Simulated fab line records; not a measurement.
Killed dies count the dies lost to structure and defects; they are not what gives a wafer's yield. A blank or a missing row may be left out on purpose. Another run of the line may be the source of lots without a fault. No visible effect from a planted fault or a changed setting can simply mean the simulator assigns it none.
Which tool did it? -- flow n5_finfet -- 11 lots with 30 wafers sampled at 4 steps, on a route of 1938 steps

WHAT THE GAUGES SHOWED, per wafer
The record holds no reading of a measuring or inspecting step that can be judged against a usual standard deviation.

WHICH TOOL RAN EACH LOT (tool, then ch and the chambers of the sampled wafers, then the start)
lot,N5_BEOL_M4_CMP_52,N5_BEOL_M4_PRE_CLEAN_60,N5_BEOL_M5_ETCH_61,N5_BEOL_M5_STRIP_64
L593,"cmp-04 ch 0,2,3, day 9 10:30","cvd_co-02 ch 1,2, day 9 10:43","rie_diel-01 ch 0,1, day 9 14:40","rie_diel-01 ch 0,1, day 9 14:49"
L596,"cmp-01 ch 0,1, day 9 20:29","cvd_co-02 ch 0,1,2, day 9 20:47","rie_diel-06 ch 0,1, day 10 02:16","rie_diel-06 ch 0,1, day 10 02:25"
L598,"cmp-03 ch 1,3, day 10 06:20","cvd_co-02 ch 0,1, day 10 06:38","rie_diel-03 ch 2,3, day 10 11:08","rie_diel-03 ch 2,3, day 10 11:18"
L599,"cmp-01 ch 0,1,3, day 10 09:53","cvd_co-01 ch 0,2, day 10 10:11","rie_diel-06 ch 0,2, day 10 13:14","rie_diel-06 ch 0,2, day 10 13:23"
L601,"cmp-04 ch 0,1,2, day 10 21:58","cvd_co-01 ch 0,1,2, day 10 22:11","rie_diel-03 ch 0,1, day 11 03:01","rie_diel-03 ch 0,1, day 11 03:10"
L602,"cmp-03 ch 0,2,3, day 11 08:34","cvd_co-02 ch 0,2, day 11 08:51","rie_diel-03 ch 0,2,3, day 11 13:01","rie_diel-03 ch 0,2,3, day 11 13:10"
L606,"cmp-04 ch 2,3, day 12 07:23","cvd_co-01 ch 1,2, day 12 07:40","rie_diel-06 ch 2,3, day 12 10:46","rie_diel-06 ch 2,3, day 12 10:55"
L607,"cmp-01 ch 1,3, day 12 14:58","cvd_co-02 ch 0,2, day 12 15:17","rie_diel-06 ch 0,3, day 12 19:35","rie_diel-06 ch 0,3, day 12 19:44"
L608,"cmp-03 ch 0,2, day 12 18:59","cvd_co-01 ch 1,2, day 12 19:12","rie_diel-06 ch 0,1, day 12 23:57","rie_diel-06 ch 0,1, day 13 00:07"
L614,"cmp-03 ch 1,2,3, day 14 13:47","cvd_co-02 ch 1,2, day 14 14:02","rie_diel-01 ch 0,1,2, day 14 19:20","rie_diel-01 ch 0,1,2, day 14 19:29"
L616,"cmp-04 ch 0,1,2, day 14 15:17","cvd_co-01 ch 0,1,2, day 14 15:34","rie_diel-01 ch 0,2,3, day 14 19:34","rie_diel-01 ch 0,2,3, day 14 19:43"
- N5_BEOL_M4_CMP_52: polishes, stops on SiOC, t overpolish 6.8 s, target thk 40 nm.
- N5_BEOL_M4_PRE_CLEAN_60: time 15 s.
- N5_BEOL_M5_ETCH_61: etches SiARC in CF4, target depth 15.6 nm, time 26 s.
- N5_BEOL_M5_STRIP_64: strips in CF4.

AS READ BY THE TOOLS THEMSELVES (means over the sampled wafers that have a number; for cases with no such wafer, the mark the record gives instead)
N5_BEOL_M4_CMP_52. Usual: barrier_field_endpoint_s 24.7 s, standard deviation 0.65; motor_current_A 6.1 A, standard deviation 0.68; overpolish_run_s 6.802 s, standard deviation 0.0092; time_to_endpoint_s 62.5 s, standard deviation 2.9.
lot,tool,barrier_field_endpoint_s (s),motor_current_A (A),overpolish_run_s (s),time_to_endpoint_s (s),flag
L593,cmp-04,24.4,5.7,6.809,59.5,
L596,cmp-01,25.3,6.4,6.805,64.1,
L598,cmp-03,23.7,5.6,6.809,62.3,
L599,cmp-01,24.9,6.3,6.801,61.4,
L601,cmp-04,25.0,5.9,6.801,59.3,
L602,cmp-03,25.2,6.5,6.811,64.2,
L606,cmp-04,24.9,6.0,6.803,64.6,
L607,cmp-01,25.3,6.1,6.803,64.7,
L608,cmp-03,24.8,6.5,6.800,63.2,
L614,cmp-03,24.7,6.1,6.814,61.0,
L616,cmp-04,24.8,5.9,6.806,62.4,

N5_BEOL_M4_PRE_CLEAN_60. Usual: heater_power_w 90 W, standard deviation 19; rf_fwd_power_W 297.0 W, standard deviation 0.87.
lot,tool,heater_power_w (W),rf_fwd_power_W (W),flag
L593,cvd_co-02,70,297.3,
L596,cvd_co-02,76,297.3,
L598,cvd_co-02,79,297.1,
L599,cvd_co-01,91,297.4,
L601,cvd_co-01,105,296.2,
L602,cvd_co-02,81,297.2,
L606,cvd_co-01,114,296.8,
L607,cvd_co-02,82,296.5,
L608,cvd_co-01,115,297.0,
L614,cvd_co-02,76,296.8,
L616,cvd_co-01,104,297.4,

N5_BEOL_M5_ETCH_61. Usual: drypump_motor_current_A 5.7 A (standard deviation 0.54); etch_rf_on_time_s 26.1 s (standard deviation 0.64); oes_product_au 0.67 a.u. (standard deviation 0.061); rf_fwd_power_W 532.0 W (standard deviation 2.2); rf_vpp_V 184.1 V (standard deviation 1.1); showerhead_plenum_p_Torr 2.14 Torr (standard deviation 0.062); throttle_valve_pct 15.61 % (standard deviation 0.23).
lot,tool,drypump_motor_current_A (A),etch_rf_on_time_s (s),oes_product_au (a.u.),rf_fwd_power_W (W),rf_vpp_V (V),showerhead_plenum_p_Torr (Torr),throttle_valve_pct (%),flag
L593,rie_diel-01,6.0,26.6,0.61,533.3,184.3,2.11,15.84,
L596,rie_diel-06,5.7,25.5,0.78,533.1,184.4,2.19,15.50,
L598,rie_diel-03,4.8,25.8,0.66,535.5,183.4,2.08,15.58,
L599,rie_diel-06,6.2,26.4,0.67,530.9,184.9,2.21,15.49,
L601,rie_diel-03,5.3,25.8,0.73,530.6,184.4,2.14,15.58,
L602,rie_diel-03,5.1,26.2,0.69,534.7,184.1,2.13,15.53,
L606,rie_diel-06,6.0,17.0,0.81,529.0,184.9,2.19,15.67,OFF
L607,rie_diel-06,6.2,21.6,0.80,531.8,185.0,2.16,15.37,OFF
L608,rie_diel-06,5.9,20.9,0.86,531.1,183.5,2.19,15.45,OFF
L614,rie_diel-01,5.9,26.4,0.60,531.3,184.1,2.13,15.85,
L616,rie_diel-01,6.0,26.5,0.64,532.1,183.9,2.14,15.66,

N5_BEOL_M5_STRIP_64. Usual: drypump_motor_current_A 5.7 A, standard deviation 0.54; oes_product_au 0.78 a.u., standard deviation 0.066; rf_fwd_power_W 292.7 W, standard deviation 0.91; rf_vpp_V 271.1 V, standard deviation 1.4; showerhead_plenum_p_Torr 1.79 Torr, standard deviation 0.05; throttle_valve_pct 13.58 %, standard deviation 0.22.
lot,tool,drypump_motor_current_A (A),oes_product_au (a.u.),rf_fwd_power_W (W),rf_vpp_V (V),showerhead_plenum_p_Torr (Torr),throttle_valve_pct (%),flag
L593,rie_diel-01,5.9,0.71,292.0,269.8,1.77,13.84,
L596,rie_diel-06,5.7,0.89,292.8,270.9,1.83,13.41,
L598,rie_diel-03,4.8,0.76,292.7,270.1,1.74,13.54,
L599,rie_diel-06,6.2,0.78,292.1,271.9,1.85,13.47,
L601,rie_diel-03,5.3,0.84,292.1,270.6,1.80,13.55,
L602,rie_diel-03,5.1,0.79,291.8,270.6,1.78,13.49,
L606,rie_diel-06,6.0,0.73,292.8,271.4,1.83,13.63,
L607,rie_diel-06,6.3,0.80,293.1,271.0,1.81,13.38,
L608,rie_diel-06,5.9,0.85,294.1,271.5,1.83,13.38,
L614,rie_diel-01,5.9,0.70,292.2,271.2,1.79,13.86,
L616,rie_diel-01,6.0,0.74,293.2,271.1,1.80,13.67,

THE ANSWER, worked out from the rows above alone
Rule: a lot is off if the mean of its wafers that have a number lies more than 3 standard deviations from the usual mean. A lot without any number at a reading at which 4 lots or more have one is off too. Where the step has rows for the other lots, those lots are counted as sound. After the gauges, taken in route order, come the tools' own readings; for these a lot's mean is taken, as printed above. At the first step where some lot is off, the reading lying furthest off is the one used; lots without a number count as furthest.
Off at N5_BEOL_M5_ETCH_61 (etch_rf_on_time_s): L606, L607, L608.
A tool fits if, at that step or a process step before it, it ran every lot that is off, and no sound lot after the first of them. One fits: N5_BEOL_M5_ETCH_61 on rie_diel-06. Its last sound lot is L599 (day 10 13:14), its first lot that is off L606 (day 12 10:46): a fault that began between those two fits.
The tool's own readings at N5_BEOL_M5_ETCH_61 bear it out: on the lots that are off they differ by more than 5 times the standard deviation of the sound lots' means. etch_rf_on_time_s reads 19.8 s there against 26.1 s on the sound lots.

WHAT THE SIMULATOR HAD PUT IN
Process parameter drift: rie_diel-06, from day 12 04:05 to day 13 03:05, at N5_BEOL_M5_ETCH_61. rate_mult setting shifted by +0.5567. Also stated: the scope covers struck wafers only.
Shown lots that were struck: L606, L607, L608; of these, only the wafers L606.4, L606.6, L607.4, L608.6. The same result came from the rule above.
